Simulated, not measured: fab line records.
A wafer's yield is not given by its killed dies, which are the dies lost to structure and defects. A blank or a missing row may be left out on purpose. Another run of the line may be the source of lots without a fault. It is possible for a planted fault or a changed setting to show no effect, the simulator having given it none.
A struck lot beside a sound one ; flow nand-harc ; 33 out of 1159 route steps
Sound: the wafers L859.1, L859.3, L859.5. Wafers L852.2, L852.4, L852.5 were the ones struck. The cause is named last.
Each step with rows lists, per side, the tool, then ch with its chambers, then its first start. Under that, the readings that differ: sound wafers ; struck wafers ; difference of the means ; sigmas: that difference in standard deviations of wafers without a fault.
alike: same words and numbers on both sides, and readings whose means sit less than 2 such deviations apart. not compared: any withheld reading, any reading some wafer has no value for, any bound like >300 that may hide the same value, and any number with overlapping values for which the record gives no deviation.
Wherever a step has rows on one side only, a row that says differs or no value, or a row with sigmas, the two part there. When numbers do not overlap yet have no deviation, they are printed without sigmas and do not part them. A reading missing from all wafers of one side parts the sides only when that side holds two or more wafers.

first, 8 steps without rows for these wafers: NHARC_P_CONTACT_PEB_10 (peb time 65 s); NHARC_P_CONTACT_DEVELOP_11 (develop time 35 s); NHARC_P_CONTACT_DESCUM_17 (chemistry O2, time 3 s); NHARC_P_CONTACT_ETCH_35 (etches the open film in CF4, target depth 39 nm, time 65 s); NHARC_P_CONTACT_ETCH_36 (etches the open film in N2/H2, target depth 260 nm, time 406.25 s); NHARC_P_CONTACT_ETCH_18 (etches the open film in C4F8/O2/Ar, target depth 481 nm, time 240.5 s); NHARC_P_CONTACT_STRIP_37 (strips in C4F8/O2/Ar); NHARC_P_CONTACT_ETCH_31 (etches the open film in CH3F/O2, target depth 30 nm, time 85.7 s).
NHARC_P_CONTACT_STRIP_28: strips in O2.
  sound on rie-diel-02 ch 1,2,3, day 9 20:25; struck on rie-diel-06 ch 1,2, day 7 18:59
  alike: drypump-motor-current-A, o2-flow-sccm, oes-product-au, rf-vpp-V, showerhead-plenum-p-Torr, throttle-valve-pct
  not compared: rf-hours-counter-h
then, 23 steps without rows for these wafers: NHARC_P_CONTACT_STRIP_29 (strips in post etch residue remover, time 1200 s); NHARC_P_CONTACT_DEGAS_38 (time 60 s); NHARC_P_CONTACT_PRE_CLEAN_39 (time 19.5 s); NHARC_P_CONTACT_PVD_32 (deposits Ti, target thk 5 nm, time 17.7 s); NHARC_P_CONTACT_ALD_22 (deposits TiN, target thk 3 nm, pulse time 1 s, ald cycles 150); NHARC_P_CONTACT_CVD_23 (deposits W, target thk 200 nm, time 557 s); NHARC_P_CONTACT_CMP_24 (polishes, t overpolish 30 s, target thk 200 nm); NHARC_P_CONTACT_SRD_26; NHARC_P_M0_DEP_00 (deposits SiOC, target thk 150 nm); NHARC_P_M0_DEHYDRATE_01 (time 120 s); NHARC_P_M0_HMDS_02 (time 30 s); NHARC_P_M0_COAT_33 (time 65 s); NHARC_P_M0_COAT_03 (resist thk 90 nm); NHARC_P_M0_SOFTBAKE_04 (time 55 s); NHARC_P_M0_EBR_05; NHARC_P_M0_EXPOSE_06 (exposes mask P M0, target cd 90 nm); NHARC_P_M0_PEB_07 (peb time 65 s); NHARC_P_M0_DEVELOP_08 (develop time 35 s); NHARC_P_M0_DESCUM_14 (chemistry O2, time 3 s); NHARC_P_M0_ETCH_34 (etches the open film in N2/H2, target depth 40 nm, overetch 12 nm, time 43.94 s); NHARC_P_M0_ETCH_15 (etches the open film in C4F8/Ar, target depth 150 nm, overetch 15 nm, time 82.5 s); NHARC_P_M0_STRIP_18 (strips in N2/H2); NHARC_P_M0_STRIP_19 (strips in post etch residue remover, time 600 s).
-- break in the record here, with 14 days between the starts of the struck wafers on either side (left off in module P_M0, picked up again in module END, where the first step shown is number 1159 on the route) --
NHARC_END_SORT_01:
  sound on prober-01 ch 0, day 23 13:24; struck on prober-01 ch 0, day 21 18:28
reading;sound;struck;difference;sigmas
killed-at-periphery;3 2 2;84 67 69;+71;+32
killed-dies;32 31 32;103 90 86;+61;+7
  alike: killed-at-array, killed-at-other, killed-open, killed-short

## WHERE THEY PART
NHARC_END_SORT_01 only, going by this record.

WHY: the cause the simulator had injected
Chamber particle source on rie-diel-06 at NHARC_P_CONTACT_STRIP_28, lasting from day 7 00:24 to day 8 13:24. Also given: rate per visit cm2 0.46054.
